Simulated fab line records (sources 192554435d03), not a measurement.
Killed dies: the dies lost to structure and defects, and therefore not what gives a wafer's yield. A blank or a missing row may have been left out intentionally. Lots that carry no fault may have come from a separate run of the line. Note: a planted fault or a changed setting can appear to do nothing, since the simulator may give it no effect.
Chamber matching / flow n5Finfet / N5_BEOL_M0_SAQP_PECVD_00 on pecvd-02 has 3 sister chambers
The step deposits SiCN from 3MS/NH3, target thk 8 nm, time 14 s. 14 wafers are shown with their chamber, then 6 later ones without.

EACH WAFER AND ITS CHAMBER
wafer=L878.1; chamber=1; showerheadPlenumPTorr (Torr)=3.668; throttleValvePct (%)=9.4; chamberPressureTorr (Torr)=3.002
wafer=L878.2; chamber=2; showerheadPlenumPTorr (Torr)=3.657; throttleValvePct (%)=8.6; chamberPressureTorr (Torr)=2.997
wafer=L878.4; chamber=1; showerheadPlenumPTorr (Torr)=3.655; throttleValvePct (%)=9.5; chamberPressureTorr (Torr)=3.006
wafer=L879.1; chamber=1; showerheadPlenumPTorr (Torr)=3.663; throttleValvePct (%)=9.5; chamberPressureTorr (Torr)=2.992
wafer=L879.3; chamber=0; showerheadPlenumPTorr (Torr)=3.693; throttleValvePct (%)=9.4; chamberPressureTorr (Torr)=2.999
wafer=L879.4; chamber=1; showerheadPlenumPTorr (Torr)=3.661; throttleValvePct (%)=9.7; chamberPressureTorr (Torr)=3.004
wafer=L884.3; chamber=1; showerheadPlenumPTorr (Torr)=3.667; throttleValvePct (%)=9.6; chamberPressureTorr (Torr)=2.992
wafer=L884.6; chamber=1; showerheadPlenumPTorr (Torr)=3.670; throttleValvePct (%)=9.3; chamberPressureTorr (Torr)=3.001
wafer=L891.2; chamber=1; showerheadPlenumPTorr (Torr)=3.654; throttleValvePct (%)=9.4; chamberPressureTorr (Torr)=3.005
wafer=L891.3; chamber=2; showerheadPlenumPTorr (Torr)=3.661; throttleValvePct (%)=8.6; chamberPressureTorr (Torr)=3.018
wafer=L891.5; chamber=0; showerheadPlenumPTorr (Torr)=3.683; throttleValvePct (%)=8.9; chamberPressureTorr (Torr)=3.005
wafer=L892.1; chamber=2; showerheadPlenumPTorr (Torr)=3.661; throttleValvePct (%)=8.7; chamberPressureTorr (Torr)=3.003
wafer=L892.4; chamber=2; showerheadPlenumPTorr (Torr)=3.651; throttleValvePct (%)=8.8; chamberPressureTorr (Torr)=3.009
wafer=L892.6; chamber=1; showerheadPlenumPTorr (Torr)=3.663; throttleValvePct (%)=9.5; chamberPressureTorr (Torr)=3.014

SIGNATURES, as means of the wafers listed above
reading=showerheadPlenumPTorr; chamber 0=3.68800; chamber 1=3.66262; chamber 2=3.65750; scatter within a chamber=0.00568
reading=throttleValvePct; chamber 0=9.150; chamber 1=9.488; chamber 2=8.675; scatter within a chamber=0.154
reading=chamberPressureTorr; chamber 0=3.00200; chamber 1=3.00200; chamber 2=3.00675; scatter within a chamber=0.00758
Rule: for a wafer and a chamber, the distance is found by dividing, reading by reading, the gap between the wafer's reading and the chamber's mean by the reading's scatter, squaring, summing and taking the root. The wafer belongs to the nearest chamber; if the next one is less than 2 further off, it can't be placed. The scatter is the square root of a quotient: the sum, over the shown wafers, of each reading's squared deviation from its chamber's mean, divided by wafers minus chambers.

WAFERS WHOSE CHAMBER IS MISSING
wafer=L896.1; showerheadPlenumPTorr (Torr)=3.659; throttleValvePct (%)=9.6; chamberPressureTorr (Torr)=3.002
wafer=L896.2; showerheadPlenumPTorr (Torr)=3.682; throttleValvePct (%)=9.4; chamberPressureTorr (Torr)=3.002
wafer=L896.4; showerheadPlenumPTorr (Torr)=3.688; throttleValvePct (%)=9.0; chamberPressureTorr (Torr)=2.994
wafer=L897.3; showerheadPlenumPTorr (Torr)=3.660; throttleValvePct (%)=8.8; chamberPressureTorr (Torr)=3.000
wafer=L897.4; showerheadPlenumPTorr (Torr)=3.653; throttleValvePct (%)=9.7; chamberPressureTorr (Torr)=3.000
wafer=L897.6; showerheadPlenumPTorr (Torr)=3.664; throttleValvePct (%)=8.7; chamberPressureTorr (Torr)=3.001

WHICH CHAMBER EACH ONE RAN IN
wafer=L896.1; from the rows above=1; in truth=1
wafer=L896.2; from the rows above=can't be placed: 0 or 1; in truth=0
wafer=L896.4; from the rows above=0; in truth=0
wafer=L897.3; from the rows above=2; in truth=2
wafer=L897.4; from the rows above=1; in truth=1
wafer=L897.6; from the rows above=2; in truth=2
5 of 6 placed correctly. These rows do not allow placing 1 (true chamber among the candidates in 1). Placed wrongly: 0.
